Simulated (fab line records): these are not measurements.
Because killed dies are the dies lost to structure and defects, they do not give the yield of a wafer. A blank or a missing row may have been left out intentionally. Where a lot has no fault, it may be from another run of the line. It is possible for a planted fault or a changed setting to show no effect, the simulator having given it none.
Problem report in the 8D (eight disciplines) form, filled by code -- flow n5Finfet -- the parts of the form that need people (team, actions taken, sign-off) are left out

## 1. WHAT WENT WRONG
Wafers without a fault read 58.7 nm, standard deviation 1.2; thkNm at N5_SD_EPI_N_EPI_MEAS_23 reads a mean of 40.8 nm on 9 wafers belonging to 3 lots. That is -15 standard deviations from the usual mean.
First seen on wafer L935.2, day 6 07:56, on filmMetro-02. The record has a number at this step for 29 wafers belonging to 11 lots. Rule for "out", or "out of limits": more than 4 standard deviations from the usual mean. The other wafers with a number count as sound.

## 2. WHAT THIS IS AND IS NOT
question,is,is not
which readings at this step,thkNm,-
which lots,"L935, L937, L939","L923, L927, L928, L929, L932, L941, L943, L944"
which wafers of those lots,all that have a number,-
read on which gauges,filmMetro-02,-
when,from day 6 07:56,"up to then (14 sound wafers); but 6 sound wafers of L941, L943, L944 came after"

## 3. WHAT RULES OUT EACH SUSPECT
Counting: a tool at any process step up to the reading remains a suspect when it ran all the lots that are out and ran no sound lot after the first of those.
- the gauge at N5_SD_EPI_N_EPI_MEAS_23 is ruled out. All the wafers that are out were read on filmMetro-02, but those of them that N5_SD_EPI_N_EPI_21 has rows for are out there too, on other tools.
- epiRpcvd-03 at N5_SD_EPI_N_EPI_21 (deposits Si:P, time 690 s): kept. It processed each lot that is out, first L935 at day 6 06:29, and no sound lot thereafter; up to then, the last sound lot it processed was L932 at day 5 09:30. Its own readings are out on those wafers: susceptorTempC, susceptor_temp_C_max.
Left after counting: epiRpcvd-03 at N5_SD_EPI_N_EPI_21.

## 4. THE CAUSE (what the simulator had put in)
Process parameter drift: epiRpcvd-03, from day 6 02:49 on, at N5_SD_EPI_N_EPI_21. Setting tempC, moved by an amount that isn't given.
After counting, this tool was the only one left.

## 5. THE EFFECT CHAIN, in route order
Rows list readings where the struck wafers' mean (over those with a number) sits beyond 3 standard deviations from the usual. Only readings for which the record gives a usual standard deviation are gone through. hours: the time from each lot's start at the first step in this table that gives one to its start at this step, as a median over the lots. sigmas: the change in usual standard deviations.
hours,step,reading,usual,on struck wafers,change,sigmas
0,N5_SD_EPI_N_EPI_21,susceptorTempC,680.0 C,663.3,-16.7,-54
0,N5_SD_EPI_N_EPI_21,susceptor_temp_C_max,681.9,665.4,-16.5,-25
2,N5_SD_EPI_N_EPI_MEAS_23,thkNm,58.7 nm,40.8,-17.9,-15
7,N5_SD_ACTIVATION_RS_MEAS_03,RS_SD_N,21.95 ohm/sq,30.94,+8.99,+30
114,N5_BEOL_M4_RC_MEAS_101,REXT_N,75.2 ohm.um,84.3,+9.1,+5.7
114,N5_BEOL_M4_RC_MEAS_101,RS_SD_N,28.4 ohm/sq,40.2,+11.8,+29
Here are the process steps it includes:
- N5_SD_EPI_N_EPI_21: deposits Si:P, time 690 s.

## 6. WHAT WOULD HAVE CAUGHT IT SOONER
The first out-of-limits reading at a measuring or inspecting step in this record came at day 6 07:56, 5 hours after the fault's start at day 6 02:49.
Tool's own readings at N5_SD_EPI_N_EPI_21, susceptorTempC, susceptor_temp_C_max: out on all struck wafers the step has rows for; an alarm limit on them would have tripped on the first.
L937, L939, from the lots that are out (3), started N5_SD_EPI_N_EPI_21 on epiRpcvd-03 later than day 6 07:56. A hold on the tool at that time would have spared those 2.
